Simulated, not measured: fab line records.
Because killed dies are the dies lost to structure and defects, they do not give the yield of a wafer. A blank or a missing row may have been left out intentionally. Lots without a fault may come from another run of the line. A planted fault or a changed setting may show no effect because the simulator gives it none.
fab line records + flow n5-finfet + part 1 of 2: steps 1 to 3 of 6
[record]
- lots = 24
- wafers = 72
- last-day = 19
route steps=1938 shown BEOL_M7@1276 BEOL_M8@1352
lots that met no fault: from a run of the same line without faults
start-h: start of the lot's first displayed wafer, in hours after the record's first day + wait-h: how many hours have passed since the lot's step before this one + " identical to the entry in the row above + L1.1+2: several wafers, shown together as one row + - either no value or no given start + * or withheld: withheld + < > ~ a bound
route shown NAME@n: NAME is a module with steps in the file, n the number in the route of the first one + usual: the fault-free wafers' mean and standard deviation + same: alike in all rows + chamber/n: place in a boat + sites: each site's reading + _std_site: standard deviation across them + _edge_site: inner sites' mean taken away from outer sites' mean + radius-mm: how far each site lies from the wafer's centre + mask NAME#n: copy n + behind: tool/chamber where the wafer was last shaped + hold: reason for holding the lot/hours on hold/outcome of the hold + device: which transistor (n, p or np) failed to switch + end of line: tests of these same wafers at the route's end + step lacking rows: just its recipe + killed: count of dies lost to structure and defects at first sort (not the wafer's yield) + map: a wafer's dies, x killed, . not, _ none there
set.NAME: setting as actually run; set.NAME@STEP: the setting as run at that earlier step + model.NAME: the simulator's own value behind a step, which no gauge read
the route's steps for a sample of lots (tables are steps, rows are wafers)
services: a tool's chamber out of use, with start hour (start-h, from the record's first day; less than 0 if before it), hours out, and reason
[[steps]]
[step N5_BEOL_M7_CD_MEAS_11]
[recipe]
- target-cd-nm = 38.5
- landing-energy-ev = 500
- detector = se-inlens
- polarity = opening
[usual]
- cd-nm = 38.5/0.79
| lot.wafer | tool      | chamber | start-h | wait-h | cd-nm |
|-----------|-----------|---------|---------|--------|-------|
| L075.2    | cd-sem-02 | 0       | 227.23  | -      | 38.0  |
| L075.4    | "         | 0       | "       | "      | 37.3  |
| L075.5    | "         | 0       | "       | "      | 38.2  |
| L074.2    | cd-sem-01 | 0       | 227.27  | -      | 38.5  |
| L074.5    | "         | 0       | "       | "      | 39.1  |
| L074.6    | "         | 0       | "       | "      | 38.4  |
| L078.1    | cd-sem-02 | 0       | 232.00  | -      | 38.1  |
| L078.2    | "         | 0       | "       | "      | 38.7  |
| L078.6    | "         | 0       | "       | "      | 38.8  |
| L077.2    | cd-sem-02 | 0       | 236.47  | -      | 37.8  |
| L077.3    | "         | 0       | "       | "      | 38.4  |
| L077.6    | "         | 0       | "       | "      | 38.0  |
| L076.2    | cd-sem-03 | 0       | 243.88  | -      | 38.3  |
| L076.4    | "         | 0       | "       | "      | 37.1  |
| L076.6    | "         | 0       | "       | "      | 38.1  |
| L080.1    | cd-sem-01 | 0       | 248.41  | -      | 37.6  |
| L080.3    | "         | 0       | "       | "      | 37.2  |
| L080.6    | "         | 0       | "       | "      | 37.6  |
| L079.1    | cd-sem-03 | 0       | 249.28  | -      | 38.1  |
| L079.4    | "         | 0       | "       | "      | 37.8  |
| L079.5    | "         | 0       | "       | "      | 37.6  |
| L081.3    | cd-sem-03 | 0       | 260.66  | -      | 38.8  |
| L081.5    | "         | 0       | "       | "      | 38.8  |
| L081.6    | "         | 0       | "       | "      | 39.2  |
| L082.3    | cd-sem-02 | 0       | 266.59  | -      | 38.1  |
| L082.5    | "         | 0       | "       | "      | 37.5  |
| L082.6    | "         | 0       | "       | "      | 37.6  |
| L083.2    | cd-sem-01 | 0       | 274.50  | -      | 39.5  |
| L083.3    | "         | 0       | "       | "      | 39.7  |
| L083.4    | "         | 0       | "       | "      | 39.4  |
| L085.4    | cd-sem-02 | 0       | 278.63  | -      | 37.6  |
| L085.5    | "         | 0       | "       | "      | 37.9  |
| L085.6    | "         | 0       | "       | "      | 38.4  |
| L086.2    | cd-sem-03 | 0       | 283.51  | -      | 37.5  |
| L086.5    | "         | 0       | "       | "      | 37.1  |
| L086.6    | "         | 0       | "       | "      | 37.7  |
| L084.1    | cd-sem-03 | 0       | 284.81  | -      | 39.8  |
| L084.4    | "         | 0       | "       | "      | 40.0  |
| L084.5    | "         | 0       | "       | "      | 39.6  |
| L087.4    | cd-sem-03 | 0       | 296.66  | -      | 38.9  |
| L087.5    | "         | 0       | "       | "      | 38.4  |
| L087.6    | "         | 0       | "       | "      | 39.0  |
| L088.2    | cd-sem-03 | 0       | 306.57  | -      | 39.3  |
| L088.3    | "         | 0       | "       | "      | 39.0  |
| L088.4    | "         | 0       | "       | "      | 38.6  |
| L089.1    | cd-sem-01 | 0       | 317.99  | -      | 38.6  |
| L089.5    | "         | 0       | "       | "      | 38.5  |
| L089.6    | "         | 0       | "       | "      | 38.6  |
| L090.3    | cd-sem-03 | 0       | 321.12  | -      | 38.8  |
| L090.4    | "         | 0       | "       | "      | 38.9  |
| L090.5    | "         | 0       | "       | "      | 39.0  |
| L091.1    | cd-sem-02 | 0       | 321.41  | -      | 38.0  |
| L091.2    | "         | 0       | "       | "      | 37.5  |
| L091.4    | "         | 0       | "       | "      | 38.5  |
| L093.3    | cd-sem-02 | 0       | 321.90  | -      | 37.7  |
| L093.4    | "         | 0       | "       | "      | 38.4  |
| L093.6    | "         | 0       | "       | "      | 37.8  |
| L092.1    | cd-sem-02 | 0       | 326.30  | -      | 38.2  |
| L092.3    | "         | 0       | "       | "      | 39.0  |
| L092.5    | "         | 0       | "       | "      | 38.7  |
| L094.1    | cd-sem-02 | 0       | 356.27  | -      | 39.1  |
| L094.2    | "         | 0       | "       | "      | 40.0  |
| L094.5    | "         | 0       | "       | "      | 39.6  |
| L096.2    | cd-sem-01 | 0       | 357.12  | -      | 38.3  |
| L096.3    | "         | 0       | "       | "      | 38.6  |
| L096.6    | "         | 0       | "       | "      | 37.8  |
| L095.1    | cd-sem-03 | 0       | 359.80  | -      | 38.9  |
| L095.4    | "         | 0       | "       | "      | 39.6  |
| L095.5    | "         | 0       | "       | "      | 39.3  |
| L097.3    | cd-sem-01 | 0       | 362.20  | -      | 37.8  |
| L097.4    | "         | 0       | "       | "      | 37.2  |
| L097.5    | "         | 0       | "       | "      | 37.3  |
[step N5_BEOL_M7_DESCUM_16]
[recipe]
- chemistry = O2
- time-s = 7.9
- source-power-w = 50
- bias-power-w = 20
- pressure-mtorr = 20
- rf-frequency-hz = 2.712e+07
- temp-c = 40
- resist = CAR-ArF
- o2-flow-sccm = 225
[usual]
- drypump-motor-current-A = 5.7/0.51
- oes-product-au = 0.77/0.07
- rf-vpp-V = 243.1/1.4
- showerhead-plenum-p-Torr = 2.09/0.067
- throttle-valve-pct = 20.47/0.26
[same]
- time-s = 7.9
| lot.wafer | tool        | chamber | start-h | wait-h | drypump-motor-current-A | oes-product-au | rf-hours-counter-h | rf-vpp-V | showerhead-plenum-p-Torr | throttle-valve-pct |
|-----------|-------------|---------|---------|--------|-------------------------|----------------|--------------------|----------|--------------------------|--------------------|
| L075.2    | rie-diel-03 | 2       | 227.32  | 0.0    | 5.1                     | 0.78           | 104                | 244.1    | 2.13                     | 20.52              |
| L075.4    | "           | 1       | "       | "      | 5.0                     | 0.82           | 110                | 241.1    | 2.02                     | 20.75              |
| L075.5    | "           | 1       | "       | "      | 5.0                     | 0.82           | -                  | 243.1    | 2.02                     | 20.72              |
| L074.2    | rie-diel-06 | 1       | 227.36  | 0.0    | 5.2                     | 0.89           | 24                 | 242.6    | 2.14                     | 20.50              |
| L074.5    | "           | 1       | "       | "      | 5.2                     | 0.90           | -                  | 244.7    | 2.14                     | 20.50              |
| L074.6    | "           | 3       | "       | "      | 5.9                     | 0.74           | -                  | 242.5    | 2.11                     | 20.50              |
| L078.1    | rie-diel-03 | 1       | 232.22  | 0.2    | 5.0                     | 0.82           | 111                | 242.8    | 2.02                     | 20.74              |
| L078.2    | "           | 2       | "       | "      | 5.1                     | 0.78           | 105                | 242.4    | 2.13                     | 20.52              |
| L078.6    | "           | 0       | "       | "      | 5.5                     | 0.90           | -                  | 243.5    | 2.13                     | 20.30              |
| L077.2    | rie-diel-03 | 2       | 236.63  | 0.1    | 5.1                     | 0.78           | 106                | 243.7    | 2.13                     | 20.51              |
| L077.3    | "           | 3       | "       | "      | 4.7                     | 0.75           | 148                | 242.1    | 2.02                     | 20.55              |
| L077.6    | "           | 1       | "       | "      | 5.0                     | 0.82           | -                  | 242.5    | 2.02                     | 20.73              |
| L076.2    | rie-diel-06 | 2       | 243.99  | 0.0    | 5.9                     | 0.74           | 175                | 244.6    | 2.16                     | 20.25              |
| L076.4    | "           | 0       | "       | "      | 6.6                     | 0.87           | 51                 | 243.6    | 2.12                     | 19.82              |
| L076.6    | "           | 1       | "       | "      | 5.2                     | 0.88           | -                  | 243.3    | 2.14                     | 20.52              |
| L080.1    | rie-diel-01 | 0       | 248.50  | 0.0    | 6.1                     | 0.69           | 194                | 245.0    | 2.10                     | 20.81              |
| L080.3    | "           | 3       | "       | "      | 6.3                     | 0.84           | 61                 | 240.6    | 2.04                     | 20.16              |
| L080.6    | "           | 3       | "       | "      | 6.3                     | 0.84           | -                  | 242.1    | 2.04                     | 20.15              |
| L079.1    | rie-diel-01 | 0       | 249.56  | 0.2    | 6.1                     | 0.69           | 194                | 242.9    | 2.10                     | 20.81              |
| L079.4    | "           | 3       | "       | "      | 6.3                     | 0.84           | 62                 | 242.7    | 2.04                     | 20.16              |
| L079.5    | "           | 2       | "       | "      | 5.9                     | 0.76           | -                  | 245.8    | 2.20                     | 20.58              |
| L081.3    | rie-diel-06 | 2       | 260.75  | 0.0    | 6.0                     | 0.74           | 180                | 244.1    | 2.15                     | 20.26              |
| L081.5    | "           | 1       | "       | "      | 5.2                     | 0.89           | -                  | 243.7    | 2.13                     | 20.51              |
| L081.6    | "           | 0       | "       | "      | 6.6                     | 0.88           | -                  | 243.8    | 2.12                     | 19.83              |
| L082.3    | rie-diel-06 | 1       | 266.74  | 0.1    | 5.2                     | 0.89           | 37                 | 244.9    | 2.13                     | 20.51              |
| L082.5    | "           | 0       | "       | "      | 6.6                     | 0.87           | -                  | 243.7    | 2.12                     | 19.84              |
| L082.6    | "           | 1       | "       | "      | 5.2                     | 0.88           | -                  | 244.0    | 2.13                     | 20.53              |
| L083.2    | rie-diel-01 | 1       | 274.78  | 0.2    | 5.8                     | 0.68           | 218                | 241.9    | 1.99                     | 20.67              |
| L083.3    | "           | 2       | "       | "      | 5.9                     | 0.76           | 128                | 244.8    | 2.20                     | 20.60              |
| L083.4    | "           | 0       | "       | "      | 6.0                     | 0.69           | 201                | 242.9    | 2.10                     | 20.82              |
| L085.4    | rie-diel-06 | 3       | 278.72  | 0.0    | 6.0                     | 0.74           | 175                | 243.2    | 2.10                     | 20.52              |
| L085.5    | "           | 1       | "       | "      | 5.2                     | 0.88           | -                  | 244.2    | 2.13                     | 20.50              |
| L085.6    | "           | 2       | "       | "      | 6.0                     | 0.72           | -                  | 243.9    | 2.15                     | 20.26              |
| L086.2    | rie-diel-01 | 2       | 283.73  | 0.2    | 5.9                     | 0.76           | 130                | 245.7    | 2.20                     | 20.57              |
| L086.5    | "           | 1       | "       | "      | 5.8                     | 0.68           | -                  | 239.5    | 1.99                     | 20.70              |
| L086.6    | "           | 2       | "       | "      | 5.9                     | 0.75           | -                  | 245.3    | 2.20                     | 20.58              |
| L084.1    | rie-diel-01 | 3       | 286.12  | 1.2    | 6.2                     | 0.83           | 72                 | 243.0    | 2.04                     | 20.18              |
| L084.4    | "           | 1       | "       | "      | 5.8                     | 0.69           | 222                | 242.8    | 1.99                     | 20.67              |
| L084.5    | "           | 2       | "       | "      | 5.9                     | 0.75           | -                  | 242.9    | 2.20                     | 20.58              |
| L087.4    | rie-diel-01 | 3       | 297.14  | 0.4    | 6.2                     | 0.82           | 78                 | 241.2    | 2.04                     | 20.17              |
| L087.5    | "           | 2       | "       | "      | 5.8                     | 0.74           | -                  | 245.6    | 2.20                     | 20.59              |
| L087.6    | "           | 3       | "       | "      | 6.2                     | 0.83           | -                  | 241.6    | 2.04                     | 20.19              |
| L088.2    | rie-diel-01 | 3       | 306.65  | 0.0    | 6.3                     | 0.82           | 81                 | 242.2    | 2.04                     | 20.18              |
| L088.3    | "           | 1       | "       | "      | 5.8                     | 0.68           | 230                | 240.6    | 1.99                     | 20.68              |
| L088.4    | "           | 0       | "       | "      | 6.0                     | 0.69           | 213                | 242.2    | 2.09                     | 20.84              |
| L089.1    | rie-diel-01 | 0       | 318.07  | 0.0    | 6.1                     | 0.68           | 216                | 242.6    | 2.09                     | 20.85              |
| L089.5    | "           | 2       | "       | "      | 5.9                     | 0.75           | -                  | 244.6    | 2.20                     | 20.60              |
| L089.6    | "           | 3       | "       | "      | 6.2                     | 0.81           | -                  | 242.8    | 2.04                     | 20.18              |
| L090.3    | rie-diel-01 | 1       | 321.33  | 0.2    | 5.8                     | 0.68           | 234                | 241.4    | 1.99                     | 20.71              |
| L090.4    | "           | 3       | "       | "      | 6.3                     | 0.82           | 85                 | 242.9    | 2.04                     | 20.20              |
| L090.5    | "           | 0       | "       | "      | 6.0                     | 0.67           | -                  | 243.7    | 2.09                     | 20.84              |
| L091.1    | rie-diel-03 | 0       | 321.62  | 0.2    | 5.5                     | 0.86           | 51                 | 243.8    | 2.12                     | 20.31              |
| L091.2    | "           | 2       | "       | "      | 5.1                     | 0.76           | 126                | 242.6    | 2.12                     | 20.55              |
| L091.4    | "           | 1       | "       | "      | 5.0                     | 0.78           | 134                | 241.5    | 2.01                     | 20.79              |
| L093.3    | rie-diel-03 | 1       | 321.98  | 0.0    | 5.0                     | 0.78           | 134                | 241.7    | 2.01                     | 20.77              |
| L093.4    | "           | 2       | "       | "      | 5.1                     | 0.76           | 126                | 242.7    | 2.12                     | 20.54              |
| L093.6    | "           | 1       | "       | "      | 5.0                     | 0.78           | -                  | 240.2    | 2.01                     | 20.76              |
| L092.1    | rie-diel-01 | 0       | 326.74  | 0.4    | 6.0                     | 0.67           | 219                | 243.2    | 2.09                     | 20.86              |
| L092.3    | "           | 1       | "       | "      | 5.8                     | 0.67           | 236                | 241.6    | 1.99                     | 20.70              |
| L092.5    | "           | 1       | "       | "      | 5.8                     | 0.68           | -                  | 242.2    | 1.99                     | 20.71              |
| L094.1    | rie-diel-06 | 0       | 356.35  | 0.0    | 6.6                     | 0.84           | 85                 | 244.6    | 2.11                     | 19.88              |
| L094.2    | "           | 1       | "       | "      | 5.2                     | 0.84           | 65                 | 242.4    | 2.12                     | 20.54              |
| L094.5    | "           | 2       | "       | "      | 6.0                     | 0.71           | -                  | 245.3    | 2.14                     | 20.29              |
| L096.2    | rie-diel-06 | 0       | 357.21  | 0.0    | 6.6                     | 0.84           | 85                 | 242.5    | 2.11                     | 19.88              |
| L096.3    | "           | 1       | "       | "      | 5.2                     | 0.83           | 66                 | 242.7    | 2.12                     | 20.57              |
| L096.6    | "           | 1       | "       | "      | 5.2                     | 0.83           | -                  | 243.6    | 2.12                     | 20.56              |
| L095.1    | rie-diel-03 | 1       | 360.00  | 0.1    | 5.0                     | 0.77           | 142                | 241.6    | 2.01                     | 20.78              |
| L095.4    | "           | 0       | "       | "      | 5.5                     | 0.83           | 58                 | 243.9    | 2.12                     | 20.34              |
| L095.5    | "           | 0       | "       | "      | 5.5                     | 0.84           | -                  | 244.5    | 2.12                     | 20.33              |
| L097.3    | rie-diel-01 | 1       | 362.29  | 0.0    | 5.8                     | 0.67           | 244                | 240.0    | 1.99                     | 20.72              |
| L097.4    | "           | 3       | "       | "      | 6.2                     | 0.80           | 96                 | 242.0    | 2.03                     | 20.22              |
| L097.5    | "           | 1       | "       | "      | 5.8                     | 0.67           | -                  | 241.4    | 1.98                     | 20.72              |
[step N5_BEOL_M7_ETCH_62]
[recipe]
- chemistry = N2/H2
- target = SOC
- target-depth-a = 1100
- overetch-a = 220
- mask-material = SiARC
- temp-c = 40
- time-s = 165
- ion-energy-ev = 200
- pressure-mtorr = 30
- source-w = 840
- bias-w = 150
- n2-flow-sccm = 200
- h2-flow-sccm = 200
[usual]
- drypump-motor-current-A = 5.7/0.51
- oes-product-au = 0.66/0.056
- rf-vpp-V = 523.7/2.5
- showerhead-plenum-p-Torr = 2.54/0.082
- throttle-valve-pct = 17.83/0.25
[same]
- time-s = 165
| lot.wafer | tool        | chamber | start-h | wait-h | drypump-motor-current-A | oes-product-au | rf-hours-counter-h | rf-vpp-V | showerhead-plenum-p-Torr | throttle-valve-pct |
|-----------|-------------|---------|---------|--------|-------------------------|----------------|--------------------|----------|--------------------------|--------------------|
| L075.2    | rie-diel-03 | 2       | 227.41  | 0.0    | 5.1                     | 0.66           | 104                | 524.6    | 2.57                     | 17.88              |
| L075.4    | "           | 1       | "       | "      | 5.0                     | 0.68           | 110                | 521.0    | 2.46                     | 18.07              |
| L075.5    | "           | 1       | "       | "      | 5.0                     | 0.67           | -                  | 521.7    | 2.46                     | 18.07              |
| L074.2    | rie-diel-06 | 1       | 227.46  | 0.0    | 5.2                     | 0.76           | 25                 | 526.3    | 2.60                     | 17.97              |
| L074.5    | "           | 1       | "       | "      | 5.2                     | 0.76           | -                  | 523.3    | 2.60                     | 17.97              |
| L074.6    | "           | 3       | "       | "      | 6.0                     | 0.64           | -                  | 521.9    | 2.53                     | 17.67              |
| L078.1    | rie-diel-03 | 1       | 232.31  | 0.0    | 5.0                     | 0.67           | 111                | 521.8    | 2.46                     | 18.07              |
| L078.2    | "           | 2       | "       | "      | 5.1                     | 0.66           | 105                | 523.5    | 2.57                     | 17.88              |
| L078.6    | "           | 0       | "       | "      | 5.5                     | 0.75           | -                  | 525.7    | 2.60                     | 17.72              |
| L077.2    | rie-diel-03 | 2       | 236.72  | 0.0    | 5.1                     | 0.66           | 106                | 524.5    | 2.57                     | 17.86              |
| L077.3    | "           | 3       | "       | "      | 4.7                     | 0.63           | 148                | 521.9    | 2.44                     | 18.02              |
| L077.6    | "           | 1       | "       | "      | 5.0                     | 0.68           | -                  | 521.3    | 2.46                     | 18.07              |
| L076.2    | rie-diel-06 | 2       | 244.08  | 0.0    | 6.0                     | 0.63           | 175                | 526.3    | 2.64                     | 17.83              |
| L076.4    | "           | 0       | "       | "      | 6.6                     | 0.76           | 51                 | 525.1    | 2.60                     | 17.35              |
| L076.6    | "           | 1       | "       | "      | 5.2                     | 0.76           | -                  | 527.1    | 2.60                     | 17.97              |
| L080.1    | rie-diel-01 | 0       | 248.59  | 0.0    | 6.1                     | 0.59           | 194                | 524.9    | 2.53                     | 18.04              |
| L080.3    | "           | 3       | "       | "      | 6.3                     | 0.72           | 61                 | 522.4    | 2.46                     | 17.38              |
| L080.6    | "           | 3       | "       | "      | 6.3                     | 0.71           | -                  | 522.9    | 2.46                     | 17.38              |
| L079.1    | rie-diel-01 | 0       | 249.65  | 0.0    | 6.1                     | 0.59           | 194                | 522.3    | 2.53                     | 18.04              |
| L079.4    | "           | 3       | "       | "      | 6.2                     | 0.72           | 62                 | 522.3    | 2.46                     | 17.38              |
| L079.5    | "           | 2       | "       | "      | 5.9                     | 0.66           | -                  | 527.5    | 2.65                     | 17.78              |
| L081.3    | rie-diel-06 | 2       | 260.84  | 0.0    | 6.0                     | 0.62           | 180                | 527.7    | 2.64                     | 17.83              |
| L081.5    | "           | 1       | "       | "      | 5.2                     | 0.74           | -                  | 524.8    | 2.59                     | 17.99              |
| L081.6    | "           | 0       | "       | "      | 6.6                     | 0.74           | -                  | 524.5    | 2.60                     | 17.35              |
| L082.3    | rie-diel-06 | 1       | 266.83  | 0.0    | 5.2                     | 0.75           | 37                 | 526.2    | 2.59                     | 17.98              |
| L082.5    | "           | 0       | "       | "      | 6.6                     | 0.75           | -                  | 524.6    | 2.60                     | 17.36              |
| L082.6    | "           | 1       | "       | "      | 5.1                     | 0.74           | -                  | 525.1    | 2.59                     | 18.00              |
| L083.2    | rie-diel-01 | 1       | 274.87  | 0.0    | 5.8                     | 0.60           | 218                | 519.6    | 2.42                     | 18.06              |
| L083.3    | "           | 2       | "       | "      | 5.9                     | 0.65           | 128                | 528.1    | 2.65                     | 17.79              |
| L083.4    | "           | 0       | "       | "      | 6.1                     | 0.60           | 201                | 522.4    | 2.53                     | 18.05              |
| L085.4    | rie-diel-06 | 3       | 278.81  | 0.0    | 6.0                     | 0.63           | 175                | 523.6    | 2.52                     | 17.71              |
| L085.5    | "           | 1       | "       | "      | 5.2                     | 0.74           | -                  | 524.1    | 2.59                     | 18.00              |
| L085.6    | "           | 2       | "       | "      | 5.9                     | 0.62           | -                  | 524.7    | 2.63                     | 17.84              |
| L086.2    | rie-diel-01 | 2       | 283.82  | 0.0    | 5.9                     | 0.66           | 130                | 525.5    | 2.65                     | 17.78              |
| L086.5    | "           | 1       | "       | "      | 5.8                     | 0.59           | -                  | 519.8    | 2.42                     | 18.06              |
| L086.6    | "           | 2       | "       | "      | 5.9                     | 0.65           | -                  | 529.8    | 2.65                     | 17.79              |
| L084.1    | rie-diel-01 | 3       | 286.21  | 0.0    | 6.2                     | 0.70           | 72                 | 521.4    | 2.46                     | 17.40              |
| L084.4    | "           | 1       | "       | "      | 5.8                     | 0.59           | 222                | 520.4    | 2.42                     | 18.05              |
| L084.5    | "           | 2       | "       | "      | 5.9                     | 0.64           | -                  | 526.1    | 2.65                     | 17.80              |
| L087.4    | rie-diel-01 | 3       | 297.23  | 0.0    | 6.3                     | 0.70           | 78                 | 521.2    | 2.45                     | 17.40              |
| L087.5    | "           | 2       | "       | "      | 5.9                     | 0.64           | -                  | 527.0    | 2.65                     | 17.82              |
| L087.6    | "           | 3       | "       | "      | 6.3                     | 0.70           | -                  | 522.4    | 2.45                     | 17.39              |
| L088.2    | rie-diel-01 | 3       | 306.75  | 0.0    | 6.2                     | 0.70           | 81                 | 522.7    | 2.45                     | 17.42              |
| L088.3    | "           | 1       | "       | "      | 5.8                     | 0.58           | 230                | 521.3    | 2.42                     | 18.07              |
| L088.4    | "           | 0       | "       | "      | 6.0                     | 0.58           | 213                | 523.0    | 2.52                     | 18.07              |
| L089.1    | rie-diel-01 | 0       | 318.17  | 0.0    | 6.0                     | 0.58           | 216                | 523.0    | 2.52                     | 18.07              |
| L089.5    | "           | 2       | "       | "      | 5.9                     | 0.64           | -                  | 527.1    | 2.64                     | 17.82              |
| L089.6    | "           | 3       | "       | "      | 6.3                     | 0.70           | -                  | 522.3    | 2.45                     | 17.41              |
| L090.3    | rie-diel-01 | 1       | 321.42  | 0.0    | 5.8                     | 0.58           | 234                | 520.5    | 2.42                     | 18.09              |
| L090.4    | "           | 3       | "       | "      | 6.2                     | 0.69           | 85                 | 521.9    | 2.45                     | 17.42              |
| L090.5    | "           | 0       | "       | "      | 6.1                     | 0.59           | -                  | 522.4    | 2.52                     | 18.09              |
| L091.1    | rie-diel-03 | 0       | 321.72  | 0.0    | 5.5                     | 0.73           | 51                 | 525.0    | 2.60                     | 17.75              |
| L091.2    | "           | 2       | "       | "      | 5.1                     | 0.64           | 126                | 524.5    | 2.56                     | 17.89              |
| L091.4    | "           | 1       | "       | "      | 5.0                     | 0.66           | 134                | 522.3    | 2.45                     | 18.11              |
| L093.3    | rie-diel-03 | 1       | 322.07  | 0.0    | 5.0                     | 0.66           | 134                | 521.2    | 2.45                     | 18.13              |
| L093.4    | "           | 2       | "       | "      | 5.0                     | 0.65           | 126                | 523.7    | 2.56                     | 17.89              |
| L093.6    | "           | 1       | "       | "      | 5.0                     | 0.66           | -                  | 522.8    | 2.45                     | 18.11              |
| L092.1    | rie-diel-01 | 0       | 326.84  | 0.0    | 6.1                     | 0.58           | 219                | 524.0    | 2.52                     | 18.08              |
| L092.3    | "           | 1       | "       | "      | 5.8                     | 0.58           | 236                | 519.0    | 2.42                     | 18.09              |
| L092.5    | "           | 1       | "       | "      | 5.8                     | 0.58           | -                  | 519.1    | 2.42                     | 18.09              |
| L094.1    | rie-diel-06 | 0       | 356.44  | 0.0    | 6.6                     | 0.71           | 85                 | 525.1    | 2.58                     | 17.43              |
| L094.2    | "           | 1       | "       | "      | 5.2                     | 0.71           | 65                 | 524.5    | 2.58                     | 18.05              |
| L094.5    | "           | 2       | "       | "      | 6.0                     | 0.61           | -                  | 525.5    | 2.62                     | 17.89              |
| L096.2    | rie-diel-06 | 0       | 357.30  | 0.0    | 6.6                     | 0.72           | 85                 | 522.6    | 2.58                     | 17.41              |
| L096.3    | "           | 1       | "       | "      | 5.2                     | 0.71           | 66                 | 525.1    | 2.58                     | 18.04              |
| L096.6    | "           | 1       | "       | "      | 5.2                     | 0.71           | -                  | 525.9    | 2.58                     | 18.05              |
| L095.1    | rie-diel-03 | 1       | 360.09  | 0.0    | 5.0                     | 0.65           | 142                | 521.5    | 2.44                     | 18.13              |
| L095.4    | "           | 0       | "       | "      | 5.5                     | 0.72           | 59                 | 525.7    | 2.59                     | 17.76              |
| L095.5    | "           | 0       | "       | "      | 5.5                     | 0.72           | -                  | 526.5    | 2.59                     | 17.76              |
| L097.3    | rie-diel-01 | 1       | 362.38  | 0.0    | 5.8                     | 0.58           | 244                | 518.9    | 2.41                     | 18.11              |
| L097.4    | "           | 3       | "       | "      | 6.2                     | 0.69           | 96                 | 522.1    | 2.45                     | 17.45              |
| L097.5    | "           | 1       | "       | "      | 5.8                     | 0.58           | -                  | 521.0    | 2.41                     | 18.10              |
